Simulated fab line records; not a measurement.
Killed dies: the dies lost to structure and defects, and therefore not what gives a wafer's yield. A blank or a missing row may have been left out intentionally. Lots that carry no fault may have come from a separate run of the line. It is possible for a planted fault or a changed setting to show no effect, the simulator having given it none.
fab line records	flow nand_harc
record: lots: 7	wafers: 20	last_day: 31
route steps=1302 shown A_STAIRCASE@829 END@1302
lots untouched by any fault: they come from a run of this same line in which no faults occurred
start_h: the number of hours between the record's first day and the start of the first shown wafer of the lot	wait_h: hours elapsed since this lot's preceding step	" same as the row above	L1.1+2: several wafers, shown together as one row	- either no value or no given start	* or withheld: withheld	< > ~ a bound
route shown NAME@n: names a module that has steps shown in the file, with the first one's number in the route	usual: average and standard deviation across the fault-free wafers	same: alike in all rows	chamber/n: place in a boat	sites: per-site readings	_std_site: how widely they spread, as a standard deviation	_edge_site: the outer-site mean with the inner-site mean subtracted	radius_mm: for every site, how far away it sits from the centre of the wafer	mask NAME#n: copy n	behind: tool/chamber where the wafer was last shaped	hold: what put the lot on hold/how long, in hours/how the hold closed	device: names the non-switching transistor (n, p or np)	end of line: the route-end tests of the same wafers	a step without rows: its recipe alone	killed: not the wafer's yield, but the dies lost to structure and defects at the first sort	map: per-die view of a wafer (x killed, . not killed, _ where there is no die)
set.NAME: the setting as run; set.NAME@STEP: as run at that earlier step	model.NAME: the simulator's own value behind a step, which no gauge read
lots at some steps of the route; a table a step, a row a wafer
services: from which hour (start_h, from the record's first day; less than 0 if before it) a tool's chamber was out of use, for how many hours, and why
== steps ==
step: NHARC_A_STAIRCASE_HARDBAKE_311
recipe: temp_c: 120	time_s: 140
step: NHARC_A_STAIRCASE_DESCUM_312
recipe: time_s: 3	o2_flow_sccm: 200	ar_flow_sccm: 0	bias_power_w: 0	chemistry: O2
usual: drypump_motor_current_A: 5.6/0.35	oes_product_au: 0.997/0.0094	rf_vpp_V: 57.9/0.88	showerhead_plenum_p_Torr: 1.93/0.082	throttle_valve_pct: 11.311/0.0096
lot.wafer	tool	chamber	start_h	wait_h	drypump_motor_current_A	oes_product_au	rf_hours_counter_h	rf_vpp_V	showerhead_plenum_p_Torr	throttle_valve_pct
L601.4	rie_diel-06	3	390.81	-	5.3	1.005	20	57.5	1.91	11.310
L601.2	"	0	"	"	5.2	0.995	25	57.1	1.84	11.311
L601.3	"	1	"	"	5.6	0.997	27	57.4	1.77	11.324
L607.4	rie_diel-13	2	437.66	-	5.5	1.006	29	58.1	1.93	11.304
L607.1	"	0	"	"	5.3	0.994	31	57.9	1.95	11.327
L607.6	"	3	"	"	5.9	1.023	-	57.9	1.93	11.306
L606.4	rie_diel-06	1	439.51	-	5.6	0.996	39	58.3	1.77	11.314
L606.5	"	0	"	"	5.2	0.997	-	57.1	1.84	11.322
L606.6	"	1	"	"	5.6	0.997	-	57.0	1.77	11.309
L608.2	rie_diel-13	2	460.89	-	5.5	1.002	41	58.1	1.92	11.297
L608.1	"	3	"	"	5.9	1.010	42	58.1	1.93	11.318
L608.4	"	0	"	"	5.3	0.986	42	57.0	1.95	11.320
L610.4	rie_diel-01	3	479.43	-	6.1	0.993	-	58.5	2.03	11.299
L610.6	"	0	"	"	5.4	0.997	-	57.6	2.05	11.316
L616.3	rie_diel-01	3	530.27	-	6.1	1.005	48	58.3	2.02	11.295
L616.2	"	0	"	"	5.4	1.007	49	59.0	2.04	11.311
L616.6	"	2	"	"	5.5	1.007	-	56.4	1.88	11.307
L620.3	rie_diel-13	3	564.66	-	5.9	1.018	15	58.2	1.92	11.308
L620.4	"	0	"	"	5.2	1.000	13	57.3	1.94	11.311
L620.2	"	2	"	"	5.5	1.015	13	56.8	1.91	11.319
step: NHARC_A_STAIRCASE_ETCH_313
recipe: cf4_flow_sccm: 100	chf3_flow_sccm: 30	ar_flow_sccm: 0	rf_w: 500	bias_w: 200	chemistry: CF4/CHF3
usual: cf4_flow_sccm: 99.98/0.29	chf3_flow_sccm: 29.99/0.091	drypump_motor_current_A: 5.6/0.36	oes_product_au: 0.925/0.014	rf_vpp_V: 371.2/2.2	showerhead_plenum_p_Torr: 1.59/0.064	throttle_valve_pct: 16.801/0.0088
lot.wafer	tool	chamber	start_h	wait_h	cf4_flow_sccm	chf3_flow_sccm	drypump_motor_current_A	oes_product_au	rf_hours_counter_h	rf_vpp_V	showerhead_plenum_p_Torr	throttle_valve_pct
L601.3	rie_diel-06	3	390.89	0.1	100.26	29.95	5.3	0.920	20	371.1	1.57	16.809
L601.2	"	0	"	"	100.21	30.02	5.2	0.930	25	368.5	1.52	16.800
L601.4	"	2	"	"	99.99	29.88	6.2	0.918	26	371.0	1.58	16.808
L607.4	rie_diel-13	2	437.76	0.1	99.66	30.19	5.6	0.928	29	371.2	1.58	16.804
L607.1	"	3	"	"	100.28	29.98	5.9	0.938	32	370.5	1.59	16.800
L607.6	"	2	"	"	99.65	30.12	5.6	0.925	-	370.0	1.58	16.806
L606.4	rie_diel-06	3	439.61	0.1	100.22	29.82	5.3	0.931	34	370.0	1.57	16.808
L606.5	"	0	"	"	100.43	30.08	5.2	0.929	-	369.7	1.51	16.810
L606.6	"	1	"	"	99.83	29.97	5.6	0.915	-	365.6	1.46	16.796
L608.1	rie_diel-13	1	460.96	0.1	99.66	30.03	5.9	0.919	41	373.8	1.66	16.812
L608.4	"	3	"	"	100.17	29.93	5.9	0.946	42	370.7	1.59	16.791
L608.2	"	0	"	"	100.04	29.94	5.2	0.919	42	370.8	1.60	16.810
L610.6	rie_diel-01	2	479.54	0.1	100.07	29.82	5.5	0.921	-	370.0	1.55	16.796
L610.4	"	3	"	"	99.81	30.15	6.1	0.919	-	374.9	1.66	16.795
L616.2	rie_diel-01	0	530.47	0.2	100.17	29.95	5.4	0.916	49	373.1	1.67	16.801
L616.3	"	1	"	"	100.39	30.18	6.0	0.908	38	371.5	1.58	16.804
L616.6	"	0	"	"	100.28	30.02	5.4	0.923	-	374.0	1.67	16.798
L620.2	rie_diel-13	0	564.75	0.1	99.92	30.03	5.2	0.927	13	371.1	1.59	16.788
L620.3	"	1	"	"	100.32	29.93	5.9	0.934	12	374.0	1.66	16.804
L620.4	"	2	"	"	99.83	29.99	5.6	0.939	13	371.9	1.57	16.811
step: NHARC_A_STAIRCASE_HM_OPEN_463
recipe: o2_flow_sccm: 400	cos_flow_sccm: 20	ar_flow_sccm: 0	rf_w: 500	bias_w: 300	chemistry: O2/COS
step: NHARC_A_STAIRCASE_STRIP_464
recipe: o2_flow_sccm: 400	cos_flow_sccm: 20	ar_flow_sccm: 0	bias_w: 0	chemistry: O2/COS
step: NHARC_A_STAIRCASE_ETCH_453
recipe: target_depth_a: 300	overetch_a: 30	time_s: 16.5	ion_energy_ev: 100	cf4_flow_sccm: 80	o2_flow_sccm: 20	ar_flow_sccm: 0	rf_w: 300	bias_w: 100	chemistry: CF4/O2
usual: cf4_flow_sccm: 80.02/0.2	drypump_motor_current_A: 5.6/0.36	oes_product_au: 0.998/0.0095	rf_vpp_V: 198.2/1.5	showerhead_plenum_p_Torr: 1.35/0.058	throttle_valve_pct: 13.398/0.0098
lot.wafer	tool	chamber	start_h	wait_h	cf4_flow_sccm	drypump_motor_current_A	oes_product_au	rf_hours_counter_h	rf_vpp_V	showerhead_plenum_p_Torr	throttle_valve_pct
L601.3	rie_diel-06	2	-	-	80.10	6.2	0.986	26	197.7	1.34	13.414
L601.4	"	3	"	"	80.08	5.3	1.004	20	197.6	1.33	13.394
L601.2	"	0	"	"	79.79	5.3	0.998	25	197.1	1.28	13.382
L607.4	rie_diel-13	3	-	-	80.21	5.9	1.006	32	197.9	1.35	13.415
L607.1	"	0	"	"	79.87	5.3	0.994	31	198.9	1.36	13.416
L607.6	"	2	"	"	80.15	5.5	1.007	-	197.9	1.34	13.403
L606.4	rie_diel-06	1	-	-	80.05	5.6	0.994	39	194.1	1.23	13.406
L606.6	"	1	"	"	80.07	5.6	0.993	-	196.2	1.23	13.390
L606.5	"	2	"	"	80.14	6.2	0.985	-	198.5	1.34	13.409
L608.1	rie_diel-13	2	-	-	79.87	5.5	1.007	41	199.1	1.34	13.426
L608.4	"	0	"	"	80.30	5.2	0.988	42	199.4	1.36	13.368
L608.2	"	1	"	"	79.91	5.9	1.016	41	199.5	1.41	13.411
L610.6	rie_diel-01	0	-	-	80.08	5.4	1.002	-	199.9	1.43	13.402
L610.4	"	2	"	"	79.85	5.5	0.994	-	197.6	1.31	13.390
L616.2	rie_diel-01	3	-	-	79.82	6.1	0.996	48	199.4	1.41	13.406
L616.3	"	0	"	"	79.91	5.4	1.003	49	199.4	1.42	13.396
L616.6	"	1	"	"	80.06	6.0	0.987	-	197.6	1.34	13.386
L620.3	rie_diel-13	0	-	-	79.94	5.3	0.992	14	198.1	1.35	13.409
L620.4	"	1	"	"	79.94	5.9	0.993	12	199.8	1.41	13.395
L620.2	"	3	"	"	80.08	5.9	1.015	15	197.5	1.34	13.391
step: NHARC_A_STAIRCASE_ETCH_315
recipe: target_depth_a: 25000	time_s: 607.1	ion_energy_ev: 800	c4f8_flow_sccm: 80	o2_flow_sccm: 60	ar_flow_sccm: withheld	rf_w: 600	bias_w: 3000	chemistry: C4F8/O2/Ar
step: NHARC_A_STAIRCASE_STRIP_316
recipe: o2_flow_sccm: 500	ar_flow_sccm: 0	bias_w: 0	chemistry: O2
usual: drypump_motor_current_A: 5.7/0.37	oes_product_au: 0.997/0.0093	rf_vpp_V: 57.9/0.85	showerhead_plenum_p_Torr: 3.58/0.13	throttle_valve_pct: 17.037/0.0093
lot.wafer	tool	chamber	start_h	wait_h	drypump_motor_current_A	oes_product_au	rf_hours_counter_h	rf_vpp_V	showerhead_plenum_p_Torr	throttle_valve_pct
L601.2	rie_diel-06	2	-	-	6.2	0.975	27	58.1	3.55	17.041
L601.4	"	0	"	"	5.3	0.987	26	57.6	3.40	17.039
L601.3	"	1	"	"	5.6	0.991	27	56.0	3.28	17.037
L607.1	rie_diel-13	3	-	-	5.9	1.014	32	57.3	3.56	17.043
L607.4	"	0	"	"	5.3	0.989	31	56.3	3.59	17.037
L607.6	"	0	"	"	5.3	1.001	-	58.0	3.59	17.040
L606.4	rie_diel-06	1	-	-	5.6	0.990	39	58.0	3.27	17.041
L606.5	"	2	"	"	6.3	0.992	-	58.2	3.54	17.031
L606.6	"	3	"	"	5.3	1.007	-	57.7	3.51	17.040
L608.2	rie_diel-13	1	-	-	5.9	0.995	41	57.9	3.73	17.037
L608.4	"	3	"	"	5.9	1.015	43	57.7	3.55	17.033
L608.1	"	0	"	"	5.3	0.988	42	58.2	3.59	17.037
L610.4	rie_diel-01	3	-	-	6.1	1.000	-	58.2	3.73	17.033
L610.6	"	0	"	"	5.4	1.012	-	58.5	3.76	17.026
L616.2	rie_diel-01	0	-	-	5.4	1.001	49	58.3	3.75	17.032
L616.3	"	1	"	"	6.0	0.982	39	56.3	3.54	17.028
L616.6	"	3	"	"	6.1	1.004	-	58.8	3.72	17.045
L620.2	rie_diel-13	3	-	-	5.9	1.018	15	56.9	3.53	17.043
L620.4	"	0	"	"	5.3	0.994	14	57.3	3.57	17.032
L620.3	"	2	"	"	5.6	1.010	13	57.3	3.53	17.049
step: NHARC_A_STAIRCASE_STRIP_317
recipe: time_s: 900	temp_c: 130	chemistry: SPM
step: NHARC_A_STAIRCASE_PRECLEAN_318
recipe: time_s: *	temp_c: 50	bath_age_min: 0	chemistry: SC1
step: NHARC_A_STAIRCASE_SRD_329
step: NHARC_A_STAIRCASE_ALD_415
recipe: target_thk_a: 300	pulse_time_s: 6	ald_cycles: 300	temp_c: 300	material: SiO2
usual: ald_cycles: 300/0	heater_power_w: 488/35	precursor_pulse_height_rel: 0.999/0.018
lot.wafer	tool	chamber	start_h	wait_h	ald_cycles	heater_power_w	precursor_pulse_height_rel
L601.4	ald_hk-04	1	392.70	0.1	300	456	0.988
L601.3	"	3	"	"	300	516	0.982
L601.2	"	0	"	"	300	529	0.996
L607.1	ald_hk-02	1	442.47	3.0	300	514	0.987
L607.4	"	0	"	"	369	513	1.000
L607.6	"	1	"	"	369	510	0.991
L606.4	ald_hk-02	0	444.52	3.2	369	510	0.992
L606.6	"	1	"	"	369	497	0.994
L606.5	"	2	"	"	300	475	1.004
L608.1	ald_hk-01	0	462.79	0.1	300	456	0.985
L608.4	"	1	"	"	300	439	1.025
L608.2	"	2	"	"	300	498	1.022
L610.4	ald_hk-02	0	481.52	0.1	369	494	1.013
L610.6	"	0	"	"	369	498	0.975
L616.3	ald_hk-01	3	533.30	0.9	300	551	1.001
L616.2	"	0	"	"	300	481	1.003
L616.6	"	0	"	"	300	471	1.029
L620.2	ald_hk-02	1	566.63	0.1	300	488	1.027
L620.3	"	2	"	"	300	465	1.008
L620.4	"	3	"	"	300	425	1.000
step: NHARC_A_STAIRCASE_ETCHBACK_416
recipe: target_depth_a: 360	time_s: 7.2	c4f8_flow_sccm: withheld	o2_flow_sccm: 8	ar_flow_sccm: withheld	rf_w: 600	bias_w: 800	chemistry: C4F8/O2/Ar
usual: oes_product_au: 0.938/0.03	rf_vpp_V: 725/3.6
lot.wafer	tool	chamber	start_h	wait_h	oes_product_au	rf_hours_counter_h	rf_vpp_V
L601.3	rie_diel-13	3	-	-	0.936	15	724
L601.2	"	0	"	"	0.921	15	725
L601.4	"	2	"	"	0.934	15	722
L607.1	rie_diel-13	2	-	-	0.928	33	724
L607.4	"	3	"	"	0.933	36	725
L607.6	"	0	"	"	0.914	-	725
L606.4	rie_diel-06	3	-	-	0.919	36	723
L606.5	"	2	"	"	0.908	-	724
L606.6	"	3	"	"	0.929	-	723
L608.4	rie_diel-01	3	-	-	0.925	21	728
L608.2	"	0	"	"	0.915	20	730
L608.1	"	2	"	"	0.921	22	724
L610.4	rie_diel-01	2	-	-	0.918	-	723
L610.6	"	3	"	"	0.922	-	729
L616.2	rie_diel-13	3	-	-	1.018	3	724
L616.3	"	2	"	"	1.001	3	724
L616.6	"	3	"	"	1.021	-	724
L620.2	rie_diel-13	0	-	-	0.916	15	724
L620.4	"	1	"	"	0.924	13	728
L620.3	"	2	"	"	0.921	14	724
step: NHARC_END_SORT_01
recipe: temp_c: 25
usual: killed_at_array: 55/19	killed_at_other: 0.8/1.1	killed_at_periphery: 4.0/2.6	killed_dies: 60/20	killed_open: 3.4/1.7	killed_short: 2.6/1.5
same: gross_dies: 677
lot.wafer	tool	chamber	start_h	wait_h	killed_at_array	killed_at_other	killed_at_periphery	killed_dies	killed_open	killed_short
L606.4	prober-02	0	620.58	3.4	667	0	4	671	4	2
L606.5	prober-02	0	621.38	3.7	75	1	4	80	6	5
L606.6	prober-02	0	622.17	4.0	668	0	4	672	6	3
L607.1	prober-01	0	622.35	2.5	38	0	1	39	2	1
L607.4	prober-01	0	624.75	3.4	659	1	7	667	3	3
L607.6	prober-01	0	626.35	4.0	669	1	0	670	1	5
L610.4	prober-02	0	660.58	3.4	665	1	5	671	2	4
L610.6	prober-02	0	662.18	4.0	662	2	6	670	4	6
L616.2	prober-01	0	710.91	2.8	53	0	5	58	3	2
L616.3	prober-01	0	711.71	3.1	39	0	6	45	5	0
L616.6	prober-01	0	714.12	4.0	42	0	7	49	4	2
killed by level:class
L606.4 A_STAIRCASE:area_ald=600 A_SLIT:chamber_film_flake=25 A_CHANNEL_HOLE_D1:chamber_film_flake=24 A_CONTACT:chamber_film_flake=6 A_CHANNEL_HOLE_D2:chamber_film_flake=5 A_M0:geometric_particle:open=2 P_ZERO_WELL:chamber_film_flake=2 A_CHANNEL_FILL_D1:geometric_particle:open=1
L606.5 A_CHANNEL_HOLE_D1:chamber_film_flake=32 A_SLIT:chamber_film_flake=28 A_CHANNEL_HOLE_D2:chamber_film_flake=5 A_DECK1_JOINT:geometric_particle:short=2 A_CONTACT:chamber_film_flake=2 P_GATE:geometric_particle:open=1 P_CONTACT:geometric_particle:open=1 P_M0:geometric_particle:open=1
L606.6 A_STAIRCASE:area_ald=598 A_CHANNEL_HOLE_D1:chamber_film_flake=29 A_SLIT:chamber_film_flake=17 A_CHANNEL_HOLE_D2:chamber_film_flake=8 A_CONTACT:chamber_film_flake=6 A_M0:geometric_particle:open=2 P_ZERO_WELL:chamber_film_flake=2 P_M0:geometric_particle:open=1
L607.1 A_CHANNEL_HOLE_D2:chamber_film_flake=30 A_CONTACT:chamber_film_flake=3 P_M0:geometric_particle:open=1 A_WL_FILL:geometric_particle:open=1 A_M1:geometric_particle:short=1 A_ZERO_WELL:chamber_film_flake=1 A_CHANNEL_HOLE_D1:chamber_film_flake=1 A_SLIT:chamber_film_flake=1
L607.4 A_STAIRCASE:area_ald=612 A_CHANNEL_HOLE_D2:chamber_film_flake=32 P_ZERO_WELL:chamber_film_flake=4 A_ZERO_WELL:chamber_film_flake=3 A_CHANNEL_HOLE_D1:chamber_film_flake=3 A_STAIRCASE:chamber_film_flake=2 P_GATE:geometric_particle:open=1 P_M0:geometric_particle:open=1
L607.6 A_STAIRCASE:area_ald=618 A_CHANNEL_HOLE_D2:chamber_film_flake=32 A_CHANNEL_HOLE_D1:chamber_film_flake=6 A_CONTACT:chamber_film_flake=3 A_WL_FILL:chamber_film_flake=2 A_ONON_D1:geometric_particle:open=1 A_ONON_D1:geometric_particle:short=1 A_CHANNEL_FILL_D1:geometric_particle:short=1
L610.4 A_STAIRCASE:area_ald=593 A_SLIT:chamber_film_flake=32 A_CHANNEL_HOLE_D1:chamber_film_flake=24 A_CHANNEL_HOLE_D2:chamber_film_flake=8 A_CONTACT:chamber_film_flake=4 P_STI:geometric_particle:short=1 P_GATE:geometric_particle:short=1 P_CONTACT:geometric_particle:open=1
L610.6 A_STAIRCASE:area_ald=586 A_CHANNEL_HOLE_D1:chamber_film_flake=35 A_SLIT:chamber_film_flake=20 A_CONTACT:chamber_film_flake=8 A_CHANNEL_HOLE_D2:chamber_film_flake=5 A_STAIRCASE:chamber_film_flake=3 P_M0:geometric_particle:open=2 A_WL_FILL:geometric_particle:short=2
L616.2 A_SLIT:chamber_film_flake=32 A_CHANNEL_HOLE_D1:chamber_film_flake=9 A_STAIRCASE:chamber_film_flake=3 P_ZERO_WELL:chamber_film_flake=2 P_GATE:chamber_film_flake=2 A_DECK1_JOINT:chamber_film_flake=2 A_CHANNEL_FILL_D2:chamber_film_flake=2 A_SOURCE_PLATE:geometric_particle:short=1
L616.3 A_SLIT:chamber_film_flake=26 A_STAIRCASE:chamber_film_flake=5 P_ZERO_WELL:chamber_film_flake=4 A_CHANNEL_FILL_D1:geometric_particle:open=2 P_BONDPAD:chamber_film_flake=2 A_ONON_D1:geometric_particle:open=1 A_CONTACT:geometric_particle:open=1 A_BLC:geometric_particle:open=1
L616.6 A_SLIT:chamber_film_flake=30 P_BONDPAD:chamber_film_flake=4 A_CHANNEL_HOLE_D1:chamber_film_flake=4 P_ZERO_WELL:chamber_film_flake=3 A_ONON_D1:geometric_particle:short=2 A_STAIRCASE:chamber_film_flake=2 A_ONON_D2:geometric_particle:open=1 A_CHANNEL_HOLE_D2:geometric_particle:open=1
map L606.6 (x killed, . not)
____________x____________
_________xxxxxxx_________
_______xxxxxxxxxxx_______
______xxxxxx.xxxxxx______
_____xxxxxxxxxxx.xxx_____
____xxxxxxxxxxxxxxxxx____
____xxxxxxxxxxxxxxxxx____
___xxxxxxxxxxxxxxxxxxx___
___xxxxxxxxxxxxxxxxxxx___
__.xxxxxxxx.xxxxxxxxxxx__
__xxxxxxxxxxxxxxxxxxxxx__
_xxxxxxxxxxxxxxxxxxxxxxx_
_xxxxxxxxxxxxxxxxxxxxxxx_
_xxxxxxxxxxxxxxxxxxxxxxx_
_xxxxxxxxxxxxxxxxxxxxxxx_
_xxxxxxxxxxxxxxxxxxxxxxx_
xxxxxxxxxxxxxxxxxxxxxxxxx
xxxxxxxxxxxxxxxxxxxxx.xxx
xxxxxxxxxxxxxxxxxxxxxxxxx
xxxxxxxxxxxxxxxxxxxxxxxxx
xxxxxxxxxxxxxxxxxxxxxxxxx
_xxxxxxxxxxxxxxxxxxxxxxx_
_xxxxxxxxxxxxxxxxxxxxxxx_
_xxxxxxxxxxxxxxxxxxxxxxx_
_xxxxxxxxxxxxxxxxxxxxxxx_
_xxxxxxxxxxxxxxxxxxxxxxx_
__xxxxxxxxxxxxxxxxxxxxx__
__xxxxxxxxxxxxxxxxxxxxx__
___xxxxxxxxxxxxxxxxxxx___
___xxxxxxxxxxxxxxxxxxx___
____xxxxxxxxxxxxxxxxx____
____xxxxxxxxxxxxxxxxx____
_____xxxxxxxxxxxxxxx_____
______xxxxxxxxxxxxx______
_______xxxxxxxxxxx_______
_________xxxxxxx_________
____________x____________
map L607.6 (x killed, . not)
____________x____________
_________xxxxxxx_________
_______xxxxxxxxxxx_______
______xxxxxxxxxxxxx______
_____xxxxxxxxxxxxxxx_____
____xxxxxxxxxxxx.xxxx____
____xxxxxxxxxxxxxxxxx____
___xxxxxxxxxxxxxxxxxxx___
___xxxxxxxxxxxxxxxxxxx___
__xxxxxxxxxxxxxxxxxxxxx__
__xxxxxxxxxxxxxxxxxxxxx__
_xxxxxxxx.xxxxxxxxxxxxxx_
_xxxxxxxxxxxxxxxxxxxxxxx_
_xxxxxxxxxxxxxxxxxxxxxxx_
_xxxxxxxxxxxxxxxxxxxxxxx_
_xxxxxxxxxxxxxxxxxxxxxxx_
xxxxxxxxxxxxxxxxxxxxx.xxx
xxxxxxxxxxxxxxxxxxxxxxxxx
xxxxxxxxxxxxxxxxxxxxxxxxx
xxxxxx.xxxxxxxxxxxxxxxxxx
xxxxxxxxxxxxxxxxxxxxxxxxx
_xxx.xxxxxxxxxxxxxxxxxxx_
_xxxxxxxxxxxxxxxxxxxxxxx_
_xxxxxxxxxxxxxx.xxxxxxxx_
_xxxxxxxxxxxxxxxxxxxxxxx_
_xxxxxxxxxxxx.xxxxxxxxxx_
__xxxxxxxxxxxxxxxxxxxxx__
__xxxxxxxxxxxxxxxxxxxxx__
___xxxxxxxxxxxxxxxxxxx___
___xxxxxxxxxxxxxxxxxxx___
____xxxxxxxxxxxxxxxxx____
____xxxxxxxxxxxxxxxxx____
_____xxxxxxxxxxxxxxx_____
______xxxxxxxxxxxxx______
_______xxxxxxxxxxx_______
_________xxxxxxx_________
____________x____________
== services ==
tool	chamber	start_h	hours	kind
rie_diel-06	1	370.89	3.9	repair
rie_diel-01	0	373.04	3.4	repair
rie_diel-13	0	375.66	-	clean
rie_diel-13	1	375.66	-	clean
rie_diel-13	2	375.66	-	clean
rie_diel-13	3	375.66	-	clean
rie_diel-01	-	380.82	9.0	pm
rie_diel-06	-	389.19	0.8	repair
rie_diel-13	0	400.20	-	clean
rie_diel-13	1	400.20	-	clean
rie_diel-13	2	400.20	-	clean
rie_diel-13	3	400.20	-	clean
rie_diel-06	2	401.85	4.8	repair
rie_diel-13	0	424.70	-	clean
rie_diel-13	1	424.70	-	clean
rie_diel-13	2	424.70	-	clean
rie_diel-06	0	429.63	4.8	repair
ald_hk-01	-	458.13	0.7	repair
ald_hk-02	-	460.87	2.7	repair
ald_hk-01	-	475.23	10.0	pm
rie_diel-06	-	484.70	9.0	pm
rie_diel-13	-	519.00	9.0	pm
ald_hk-01	-	519.69	1.5	repair
rie_diel-01	-	557.82	9.0	pm
== key ==
first_sign: step: NHARC_A_STAIRCASE_ALD_415	reading: ald_cycles	direction: up	sigmas: 99+	usual: 300	struck: 369
effect: step: NHARC_END_SORT_01	reading: killed_at_array	direction: up	sigmas: 31	usual: 55	struck: 665
more_kills_born_at: NHARC_A_STAIRCASE_ALD_415@ald_hk-02: 3607
met_at NHARC_A_STAIRCASE_ALD_415
struck_wafers L606.4,L606.6,L607.4,L607.6,L610.4,L610.6
later_rows_left_out L606.4,L606.6,L607.4,L607.6,L610.4,L610.6
tester_left_out L606,L607,L610
fault: kind: process_parameter_drift	tool: ald_hk-02	chamber: -	onset_h: 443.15	steps: NHARC_A_STAIRCASE_ALD_415	channel: ald_cycles	offset: 69	shape: step	end_h: 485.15	scope: struck_wafers_only	acts_in: these_recipes_only	stated: 300
tester_left_out: of these lots the tester's yield and bins aren't shown, on N5 and GAA mostly nor the transistor test; their killed dies are dies lost to structure and defects alone, not to doping, threshold or leakage, so they don't give the yield
later_rows_left_out: the simulator's readings of these wafers behind a module that went badly wrong aren't trusted and aren't shown, but for the sort
